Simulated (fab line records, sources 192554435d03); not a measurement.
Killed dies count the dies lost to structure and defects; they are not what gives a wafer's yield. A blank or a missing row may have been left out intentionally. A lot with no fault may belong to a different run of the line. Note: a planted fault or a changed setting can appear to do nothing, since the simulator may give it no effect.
Matching of chambers :: flow n5-finfet :: 4 sister chambers for N5_BEOL_M14_DESCUM_33 on rie-diel-03
The step chemistry O2, time 7.9 s. 4 wafers are shown with their chamber, then 7 later ones without.

EACH WAFER AND ITS CHAMBER
wafer: L082.4
chamber: 2
showerhead-plenum-p-Torr (Torr): 2.05

wafer: L082.5
chamber: 1
showerhead-plenum-p-Torr (Torr): 2.04

wafer: L086.1
chamber: 3
showerhead-plenum-p-Torr (Torr): 1.98

wafer: L086.2
chamber: 0
showerhead-plenum-p-Torr (Torr): 2.19

WAFERS WITH NO CHAMBER GIVEN
wafer: L086.6
showerhead-plenum-p-Torr (Torr): 2.04

wafer: L088.1
showerhead-plenum-p-Torr (Torr): 2.19

wafer: L088.2
showerhead-plenum-p-Torr (Torr): 2.03

wafer: L088.5
showerhead-plenum-p-Torr (Torr): 1.98

wafer: L097.3
showerhead-plenum-p-Torr (Torr): 2.18

wafer: L097.4
showerhead-plenum-p-Torr (Torr): 1.98

wafer: L097.6
showerhead-plenum-p-Torr (Torr): 1.98

WHICH CHAMBER EACH WENT THROUGH
wafer: L086.6
from the rows above: can't be placed: 1 or 2
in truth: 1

wafer: L088.1
from the rows above: 0
in truth: 0

wafer: L088.2
from the rows above: can't be placed: 1 or 2
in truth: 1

wafer: L088.5
from the rows above: 3
in truth: 3

wafer: L097.3
from the rows above: 0
in truth: 0

wafer: L097.4
from the rows above: 3
in truth: 3

wafer: L097.6
from the rows above: 3
in truth: 3
5 of 7 placed correctly. Can't be placed from these rows: 2 (the true chamber is among the candidates in 2). 0 placed wrongly.
How it was worked out, from the rows above alone: a wafer's distance from a chamber is the root of the sum, over the readings, of the square of ((its reading less the chamber's mean) divided by the reading's scatter). If the next closest chamber is less than 2 further off than the closest, the wafer can't be placed; otherwise it belongs to the closest. Each chamber's mean is taken over the wafers shown for it. The scatter: with one shown wafer a chamber, the root of the mean of the squares of how far each hidden wafer lies from its nearest shown one.
